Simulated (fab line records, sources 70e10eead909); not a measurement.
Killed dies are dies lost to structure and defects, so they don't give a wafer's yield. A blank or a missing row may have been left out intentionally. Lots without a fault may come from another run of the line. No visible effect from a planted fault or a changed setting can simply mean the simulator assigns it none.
Which of the tools did it? :: flow nand_harc :: 11 lots with 33 wafers sampled at 7 steps, on a route of 1302 steps

== WHAT THE GAUGES SHOWED, per wafer ==
NHARC_P_CONTACT_CD_MEAS_12: target cd 90 nm. Usual: cd_nm 90.1 nm, standard deviation 0.83.
lot: L178
measured: day 6 07:26
on: cd_sem-01
cd_nm (nm): 90.9 90.2 90.3
flag: 

lot: L179
measured: day 6 08:17
on: cd_sem-02
cd_nm (nm): 90.4 89.1 89.2
flag: 

lot: L180
measured: day 7 02:38
on: cd_sem-02
cd_nm (nm): 91.4 90.0 90.5
flag: 

lot: L183
measured: day 8 04:49
on: cd_sem-02
cd_nm (nm): 89.4 89.5 90.5
flag: 

lot: L185
measured: day 8 17:31
on: cd_sem-03
cd_nm (nm): 90.7 89.8 90.5
flag: 

lot: L184
measured: day 8 20:20
on: cd_sem-01
cd_nm (nm): 90.2 90.8 90.9
flag: 

lot: L186
measured: day 9 09:34
on: cd_sem-02
cd_nm (nm): 90.1 90.8 90.7
flag: 

lot: L187
measured: day 9 15:47
on: cd_sem-02
cd_nm (nm): 90.4 89.6 88.4
flag: 

lot: L188
measured: day 10 09:59
on: cd_sem-01
cd_nm (nm): 90.8 90.8 91.0
flag: 

lot: L192
measured: day 11 20:22
on: cd_sem-02
cd_nm (nm): 79.9 79.0 79.8
flag: OFF

lot: L201
measured: day 15 07:12
on: cd_sem-03
cd_nm (nm): 90.9 90.4 91.3
flag: 

NHARC_P_CONTACT_CD_MEAS_19. Usual: cd_nm 89.8 nm, standard deviation 2.2.
lot: L178
measured: day 6 08:29
on: cd_sem-03
cd_nm (nm): 90.5 92.0 91.8
flag: 

lot: L179
measured: day 6 09:21
on: cd_sem-01
cd_nm (nm): 89.1 86.9 93.5
flag: 

lot: L180
measured: day 7 03:43
on: cd_sem-02
cd_nm (nm): 92.2 92.3 89.8
flag: 

lot: L183
measured: day 8 05:52
on: cd_sem-02
cd_nm (nm): 90.3 89.7 88.2
flag: 

lot: L185
measured: day 8 18:34
on: cd_sem-01
cd_nm (nm): 88.5 89.7 88.6
flag: 

lot: L184
measured: day 8 21:23
on: cd_sem-02
cd_nm (nm): 90.9 90.2 90.7
flag: 

lot: L186
measured: day 9 10:37
on: cd_sem-03
cd_nm (nm): 92.0 87.6 89.4
flag: 

lot: L187
measured: day 9 16:51
on: cd_sem-03
cd_nm (nm): 89.8 86.1 87.2
flag: 

lot: L188
measured: day 10 11:11
on: cd_sem-01
cd_nm (nm): 89.7 91.4 92.0
flag: 

lot: L192
measured: day 11 21:25
on: cd_sem-03
cd_nm (nm): 78.6 78.2 79.0
flag: OFF

lot: L201
measured: day 15 08:15
on: cd_sem-03
cd_nm (nm): 89.9 92.8 95.4
flag: 

NHARC_END_SORT_01. Usual: killed_at_array 47, standard deviation 18; killed_at_other 0.9, standard deviation 1.1; killed_at_periphery 4, standard deviation 3.1; killed_dies 52, standard deviation 18; killed_open 3.1, standard deviation 1.5; killed_short 2.4, standard deviation 1.5.
lot: L192
measured: day 30 07:50
on: prober-01
killed_at_array: 81 72 100
killed_at_other: 0 0 0
killed_at_periphery: 25 29 28
killed_dies: 106 101 128
killed_open: 4 5 3
killed_short: 7 3 2
flag: OFF

== WHAT TOOL EACH LOT RAN ON (gives the tool, then ch and the chambers of the sampled wafers, and finally the start) ==
lot: L178
NHARC_P_GATE_STRIP_95: plasma_asher-02 ch 0,1, day 6 03:49
NHARC_P_CONTACT_EXPOSE_09: arfi_scanner-01 ch 0, day 6 07:17
NHARC_P_CONTACT_DESCUM_17: rie_diel-07 ch 0,1, day 6 07:38
NHARC_P_CONTACT_ETCH_18: rie_diel-07 ch 0,1,3, day 6 08:29 or earlier

lot: L179
NHARC_P_GATE_STRIP_95: plasma_asher-01 ch 0,1, day 6 04:40
NHARC_P_CONTACT_EXPOSE_09: arfi_scanner-02 ch 0, day 6 08:09
NHARC_P_CONTACT_DESCUM_17: rie_diel-11 ch 1,3, day 6 08:29
NHARC_P_CONTACT_ETCH_18: rie_diel-11 ch 1,2,3, day 6 09:21 or earlier

lot: L180
NHARC_P_GATE_STRIP_95: plasma_asher-01 ch 0,1, day 6 23:19
NHARC_P_CONTACT_EXPOSE_09: arfi_scanner-02 ch 0, day 7 02:29
NHARC_P_CONTACT_DESCUM_17: rie_diel-07 ch 0,1,3, day 7 02:50
NHARC_P_CONTACT_ETCH_18: rie_diel-07 ch 1,2,3, day 7 03:43 or earlier

lot: L183
NHARC_P_GATE_STRIP_95: plasma_asher-02 ch 0,1, day 8 01:10
NHARC_P_CONTACT_EXPOSE_09: arfi_scanner-01 ch 0, day 8 04:40
NHARC_P_CONTACT_DESCUM_17: rie_diel-11 ch 0,1,2, day 8 05:01
NHARC_P_CONTACT_ETCH_18: rie_diel-11 ch 0,1, day 8 05:52 or earlier

lot: L185
NHARC_P_GATE_STRIP_95: plasma_asher-01 ch 0,1, day 8 14:03
NHARC_P_CONTACT_EXPOSE_09: arfi_scanner-03 ch 0, day 8 17:22
NHARC_P_CONTACT_DESCUM_17: rie_diel-07 ch 0,2,3, day 8 17:43
NHARC_P_CONTACT_ETCH_18: rie_diel-07 ch 0,1, day 8 18:34 or earlier

lot: L184
NHARC_P_GATE_STRIP_95: plasma_asher-01 ch 0,1, day 8 16:55
NHARC_P_CONTACT_EXPOSE_09: arfi_scanner-01 ch 0, day 8 20:11
NHARC_P_CONTACT_DESCUM_17: rie_diel-08 ch 1,3, day 8 20:31
NHARC_P_CONTACT_ETCH_18: rie_diel-08 ch 1,2, day 8 21:23 or earlier

lot: L186
NHARC_P_GATE_STRIP_95: plasma_asher-02 ch 0,1, day 9 06:08
NHARC_P_CONTACT_EXPOSE_09: arfi_scanner-02 ch 0, day 9 09:26
NHARC_P_CONTACT_DESCUM_17: rie_diel-08 ch 1,2, day 9 09:46
NHARC_P_CONTACT_ETCH_18: rie_diel-08 ch 0,1,3, day 9 10:37 or earlier

lot: L187
NHARC_P_GATE_STRIP_95: plasma_asher-02 ch 0,1, day 9 12:20
NHARC_P_CONTACT_EXPOSE_09: arfi_scanner-03 ch 0, day 9 15:39
NHARC_P_CONTACT_DESCUM_17: rie_diel-08 ch 1,2, day 9 15:59
NHARC_P_CONTACT_ETCH_18: rie_diel-08 ch 0,1, day 9 16:51 or earlier

lot: L188
NHARC_P_GATE_STRIP_95: plasma_asher-02 ch 0,1, day 10 06:39
NHARC_P_CONTACT_EXPOSE_09: arfi_scanner-03 ch 0, day 10 09:51
NHARC_P_CONTACT_DESCUM_17: rie_diel-11 ch 0,2, day 10 10:10
NHARC_P_CONTACT_ETCH_18: rie_diel-11 ch 0,1, day 10 11:11 or earlier

lot: L192
NHARC_P_GATE_STRIP_95: plasma_asher-01 ch 0,1, day 11 17:04
NHARC_P_CONTACT_EXPOSE_09: arfi_scanner-01 ch 0, day 11 20:13
NHARC_P_CONTACT_DESCUM_17: rie_diel-07 ch 0,1,2, day 11 20:32
NHARC_P_CONTACT_ETCH_18: rie_diel-07 ch 0,1,2, day 11 21:25 or earlier

lot: L201
NHARC_P_GATE_STRIP_95: plasma_asher-02 ch 0,1, day 15 03:39
NHARC_P_CONTACT_EXPOSE_09: arfi_scanner-02 ch 0, day 15 07:04
NHARC_P_CONTACT_DESCUM_17: rie_diel-07 ch 0,2,3, day 15 07:23
NHARC_P_CONTACT_ETCH_18: rie_diel-07 ch 0,1,3, day 15 08:15 or earlier
- NHARC_P_GATE_STRIP_95: strips in O2.
- NHARC_P_CONTACT_EXPOSE_09: exposes mask P CA, target cd 90 nm.
- NHARC_P_CONTACT_DESCUM_17: chemistry O2, time 3 s.
- NHARC_P_CONTACT_ETCH_18: etches the open film in C4F8/O2/Ar, target depth 481 nm, time 240.5 s.

== AS READ BY THE TOOLS THEMSELVES (means over the sampled wafers that have a number; for cases with no such wafer, the mark the record gives instead) ==
NHARC_P_GATE_STRIP_95. Usual: drypump_motor_current_A 5.67 A, standard deviation 0.18; heater_power_w 310 W, standard deviation 25.
lot: L178
tool: plasma_asher-02
drypump_motor_current_A (A): 5.81
heater_power_w (W): 319
flag: 

lot: L179
tool: plasma_asher-01
drypump_motor_current_A (A): 5.63
heater_power_w (W): 301
flag: 

lot: L180
tool: plasma_asher-01
drypump_motor_current_A (A): 5.59
heater_power_w (W): 325
flag: 

lot: L183
tool: plasma_asher-02
drypump_motor_current_A (A): 5.63
heater_power_w (W): 311
flag: 

lot: L185
tool: plasma_asher-01
drypump_motor_current_A (A): 5.61
heater_power_w (W): 325
flag: 

lot: L184
tool: plasma_asher-01
drypump_motor_current_A (A): 5.60
heater_power_w (W): 318
flag: 

lot: L186
tool: plasma_asher-02
drypump_motor_current_A (A): 5.82
heater_power_w (W): 319
flag: 

lot: L187
tool: plasma_asher-02
drypump_motor_current_A (A): 5.80
heater_power_w (W): 319
flag: 

lot: L188
tool: plasma_asher-02
drypump_motor_current_A (A): 5.80
heater_power_w (W): 321
flag: 

lot: L192
tool: plasma_asher-01
drypump_motor_current_A (A): 5.60
heater_power_w (W): 319
flag: 

lot: L201
tool: plasma_asher-02
drypump_motor_current_A (A): 5.81
heater_power_w (W): 311
flag: 

NHARC_P_CONTACT_DESCUM_17. Usual: chamber_pressure_mTorr 60.00 mTorr, standard deviation 0.051; drypump_motor_current_A 5.9 A, standard deviation 0.3; oes_product_au 1.000 a.u., standard deviation 0.013; rf_vpp_V 57.9 V, standard deviation 0.95; showerhead_plenum_p_Torr 1.94 Torr, standard deviation 0.1; throttle_valve_pct 11.310 %, standard deviation 0.0092.
lot: L178
tool: rie_diel-07
chamber_pressure_mTorr (mTorr): 60.04
drypump_motor_current_A (A): 6.2
oes_product_au (a.u.): 0.996
rf_vpp_V (V): 58.1
showerhead_plenum_p_Torr (Torr): 1.95
throttle_valve_pct (%): 11.301
flag: 

lot: L179
tool: rie_diel-11
chamber_pressure_mTorr (mTorr): 60.06
drypump_motor_current_A (A): 6.2
oes_product_au (a.u.): 0.996
rf_vpp_V (V): 57.5
showerhead_plenum_p_Torr (Torr): 2.00
throttle_valve_pct (%): 11.308
flag: 

lot: L180
tool: rie_diel-07
chamber_pressure_mTorr (mTorr): 59.96
drypump_motor_current_A (A): 6.0
oes_product_au (a.u.): 1.008
rf_vpp_V (V): 58.3
showerhead_plenum_p_Torr (Torr): 1.97
throttle_valve_pct (%): 11.308
flag: 

lot: L183
tool: rie_diel-11
chamber_pressure_mTorr (mTorr): 59.98
drypump_motor_current_A (A): 5.8
oes_product_au (a.u.): 0.997
rf_vpp_V (V): 57.5
showerhead_plenum_p_Torr (Torr): 1.92
throttle_valve_pct (%): 11.305
flag: 

lot: L185
tool: rie_diel-07
chamber_pressure_mTorr (mTorr): 60.05
drypump_motor_current_A (A): 5.9
oes_product_au (a.u.): 1.011
rf_vpp_V (V): 58.0
showerhead_plenum_p_Torr (Torr): 1.97
throttle_valve_pct (%): 11.308
flag: 

lot: L184
tool: rie_diel-08
chamber_pressure_mTorr (mTorr): 59.99
drypump_motor_current_A (A): 5.5
oes_product_au (a.u.): 0.999
rf_vpp_V (V): 57.4
showerhead_plenum_p_Torr (Torr): 1.89
throttle_valve_pct (%): 11.306
flag: 

lot: L186
tool: rie_diel-08
chamber_pressure_mTorr (mTorr): 59.98
drypump_motor_current_A (A): 5.5
oes_product_au (a.u.): 0.992
rf_vpp_V (V): 58.3
showerhead_plenum_p_Torr (Torr): 1.86
throttle_valve_pct (%): 11.310
flag: 

lot: L187
tool: rie_diel-08
chamber_pressure_mTorr (mTorr): 60.00
drypump_motor_current_A (A): 5.5
oes_product_au (a.u.): 0.988
rf_vpp_V (V): 57.6
showerhead_plenum_p_Torr (Torr): 1.86
throttle_valve_pct (%): 11.313
flag: 

lot: L188
tool: rie_diel-11
chamber_pressure_mTorr (mTorr): 60.02
drypump_motor_current_A (A): 5.6
oes_product_au (a.u.): 0.995
rf_vpp_V (V): 57.5
showerhead_plenum_p_Torr (Torr): 1.97
throttle_valve_pct (%): 11.308
flag: 

lot: L192
tool: rie_diel-07
chamber_pressure_mTorr (mTorr): 59.97
drypump_motor_current_A (A): 6.0
oes_product_au (a.u.): 1.001
rf_vpp_V (V): 57.8
showerhead_plenum_p_Torr (Torr): 1.90
throttle_valve_pct (%): 11.317
flag: 

lot: L201
tool: rie_diel-07
chamber_pressure_mTorr (mTorr): 59.95
drypump_motor_current_A (A): 5.9
oes_product_au (a.u.): 1.007
rf_vpp_V (V): 58.9
showerhead_plenum_p_Torr (Torr): 1.96
throttle_valve_pct (%): 11.315
flag: 

NHARC_P_CONTACT_ETCH_18. Usual: chamber_pressure_mTorr 24.999 mTorr, standard deviation 0.023; oes_product_au 0.963 a.u., standard deviation 0.02; rf_vpp_V 980 V, standard deviation 6.8.
lot: L178
tool: rie_diel-07
chamber_pressure_mTorr (mTorr): 24.992
oes_product_au (a.u.): 0.968
rf_vpp_V (V): 982
flag: 

lot: L179
tool: rie_diel-11
chamber_pressure_mTorr (mTorr): 24.982
oes_product_au (a.u.): 0.951
rf_vpp_V (V): 978
flag: 

lot: L180
tool: rie_diel-07
chamber_pressure_mTorr (mTorr): 24.986
oes_product_au (a.u.): 0.974
rf_vpp_V (V): 977
flag: 

lot: L183
tool: rie_diel-11
chamber_pressure_mTorr (mTorr): 25.010
oes_product_au (a.u.): 0.955
rf_vpp_V (V): 985
flag: 

lot: L185
tool: rie_diel-07
chamber_pressure_mTorr (mTorr): 24.988
oes_product_au (a.u.): 0.971
rf_vpp_V (V): 981
flag: 

lot: L184
tool: rie_diel-08
chamber_pressure_mTorr (mTorr): 25.005
oes_product_au (a.u.): 0.956
rf_vpp_V (V): 977
flag: 

lot: L186
tool: rie_diel-08
chamber_pressure_mTorr (mTorr): 24.987
oes_product_au (a.u.): 0.982
rf_vpp_V (V): 978
flag: 

lot: L187
tool: rie_diel-08
chamber_pressure_mTorr (mTorr): 24.988
oes_product_au (a.u.): 0.976
rf_vpp_V (V): 976
flag: 

lot: L188
tool: rie_diel-11
chamber_pressure_mTorr (mTorr): 25.006
oes_product_au (a.u.): 0.955
rf_vpp_V (V): 981
flag: 

lot: L192
tool: rie_diel-07
chamber_pressure_mTorr (mTorr): 24.995
oes_product_au (a.u.): 0.968
rf_vpp_V (V): 978
flag: 

lot: L201
tool: rie_diel-07
chamber_pressure_mTorr (mTorr): 24.972
oes_product_au (a.u.): 0.978
rf_vpp_V (V): 982
flag: 

== THE ANSWER, worked out from the rows above alone ==
Rule: a lot is off if the mean of its wafers that have a number lies more than 3 standard deviations from the usual mean. Also off: a lot with no number at a reading for which 4 or more lots have one. All remaining lots with rows at the step are treated as sound. Order of review: gauges by route order, followed by the tools' own readings, for which a lot's mean as printed above is used. The first step at which some lot is off is used, and at that step the reading that is off furthest; a lot without a number counts as furthest.
Off, at NHARC_P_CONTACT_CD_MEAS_12 on cd_nm: L192.
A tool fits if, at a process step before that reading, it ran every lot that is off, and no sound lot after the first of them. The gauges at NHARC_P_CONTACT_CD_MEAS_12 aren't tried: what is off there is off at NHARC_P_CONTACT_CD_MEAS_19 too, on other tools, and a gauge's error can't cause that. Can't be told from this: 2 tools fit, plasma_asher-01 at NHARC_P_GATE_STRIP_95, arfi_scanner-01 at NHARC_P_CONTACT_EXPOSE_09.

== WHAT THE SIMULATOR HAD INSERTED ==
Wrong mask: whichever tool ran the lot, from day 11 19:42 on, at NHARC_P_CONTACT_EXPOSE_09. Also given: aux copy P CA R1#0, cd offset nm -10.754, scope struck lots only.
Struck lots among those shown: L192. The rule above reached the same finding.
